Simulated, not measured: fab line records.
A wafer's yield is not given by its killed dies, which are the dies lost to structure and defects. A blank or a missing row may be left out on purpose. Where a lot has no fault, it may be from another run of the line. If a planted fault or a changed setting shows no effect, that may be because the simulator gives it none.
Which of the tools did it? | flow n5 finfet | 27 wafers from 9 lots sampled at 5 of the route's 1938 steps

WHAT THE GAUGES READ, wafer by wafer
N5_FIN_SAQP_INSPECT_40: inspects for defects (brightfield).
lot  | measured    | on                | raw defect count
L168 | day 2 21:41 | defect inspect-02 | 169 275 167
L169 | day 3 04:50 | defect inspect-01 | 168 218 182
L171 | day 3 14:18 | defect inspect-02 | 1153 1152 1017
L174 | day 4 08:52 | defect inspect-01 | 1115 1144 1170
L179 | day 5 14:19 | defect inspect-01 | 179 263 200
L184 | day 7 10:20 | defect inspect-01 | 351 156 165
L186 | day 7 19:53 | defect inspect-02 | 197 273 183
L187 | day 7 20:07 | defect inspect-02 | 200 228 239
L188 | day 7 23:16 | defect inspect-02 | 246 217 174

TOOL THAT RAN EACH LOT (tool first, then ch and the chambers of the sampled wafers, then the start)
lot  | N5_FIN_SAQP_ETCH_57               | N5_FIN_SAQP_ETCH_69               | N5_FIN_SAQP_MANDREL2_REMOVE_60  | N5_FIN_SAQP_ETCH_64
L168 | rie diel-05 ch 0,2,3, day 2 18:28 | rie diel-02 ch 0,1,2, day 2 19:19 | rie si-02 ch 0,1,2, day 2 20:59 | rie si-03 ch 1,2,3, day 2 21:25
L169 | rie diel-02 ch 0,2,3, day 3 02:41 | rie diel-04 ch 0,1,3, day 3 03:26 | rie si-01 ch 0,2,3, day 3 04:08 | rie si-02 ch 0,1,2, day 3 04:34
L171 | rie diel-02 ch 0,2,3, day 3 12:08 | rie diel-05 ch 0,1,2, day 3 12:53 | rie si-02 ch 0,1,2, day 3 13:36 | rie si-03 ch 0,2,3, day 3 14:01
L174 | rie diel-02 ch 0,1,3, day 4 06:45 | rie diel-05 ch 2,3, day 4 07:25   | rie si-02 ch 0,3, day 4 08:11   | rie si-03 ch 0,3, day 4 08:36
L179 | rie diel-05 ch 0,3, day 5 12:10   | rie diel-04 ch 2,3, day 5 12:50   | rie si-01 ch 0,2,3, day 5 13:34 | rie si-02 ch 0,2,3, day 5 14:02
L184 | rie diel-05 ch 0,1,3, day 7 08:03 | rie diel-02 ch 0,2,3, day 7 08:44 | rie si-02 ch 1,2,3, day 7 09:34 | rie si-03 ch 0,1,2, day 7 10:03
L186 | rie diel-02 ch 0,1,3, day 7 17:18 | rie diel-04 ch 0,2, day 7 18:02   | rie si-03 ch 1,2,3, day 7 19:07 | rie si-03 ch 0,3, day 7 19:37
L187 | rie diel-02 ch 1,2, day 7 17:31   | rie diel-02 ch 1,2,3, day 7 18:11 | rie si-01 ch 1,2,3, day 7 19:22 | rie si-02 ch 0,1,3, day 7 19:50
L188 | rie diel-02 ch 1,2,3, day 7 20:53 | rie diel-05 ch 0,1,2, day 7 21:45 | rie si-02 ch 1,2,3, day 7 22:29 | rie si-01 ch 1,2,3, day 7 22:59
- N5_FIN_SAQP_ETCH_57: etches SiNx in CH3F/O2, target depth 32.5 nm, time 46.4 s.
- N5_FIN_SAQP_ETCH_69: etches SOC in N2/H2, stops on SiNx, target depth 150 nm.
- N5_FIN_SAQP_MANDREL2_REMOVE_60: chemistry HBr/Cl2/O2, target a-Si, stops on SiNx, bt time 10 s.
- N5_FIN_SAQP_ETCH_64: etches SiO2 in CF4, target depth 1.5 nm.

THE ANSWER, worked out from the rows above alone
Rule: what is usual is taken from the lots themselves. The widest of any qualifying gaps counts: lots, ordered by their means at a reading, are off when they make up no more than a third of the lots, leave a main group of 4 or more, and stand apart from it by 3 or more times the standard deviation of that group's means. A main group is skipped when, at the precision printed for the reading in the tables above, its means are all equal. A lot without any number at a reading at which 4 lots or more have one is off too. All remaining lots with rows at the step are treated as sound.
Off, at N5_FIN_SAQP_INSPECT_40 on raw defect count: L171, L174. The main group: mean 212, standard deviation 11.
A tool fits if, at a process step before that reading, it ran every lot that is off, and no sound lot after the first of them. The gauges at N5_FIN_SAQP_INSPECT_40 are tried like those tools. No candidate that was tried fits.

WHAT WAS PUT IN BY THE SIMULATOR
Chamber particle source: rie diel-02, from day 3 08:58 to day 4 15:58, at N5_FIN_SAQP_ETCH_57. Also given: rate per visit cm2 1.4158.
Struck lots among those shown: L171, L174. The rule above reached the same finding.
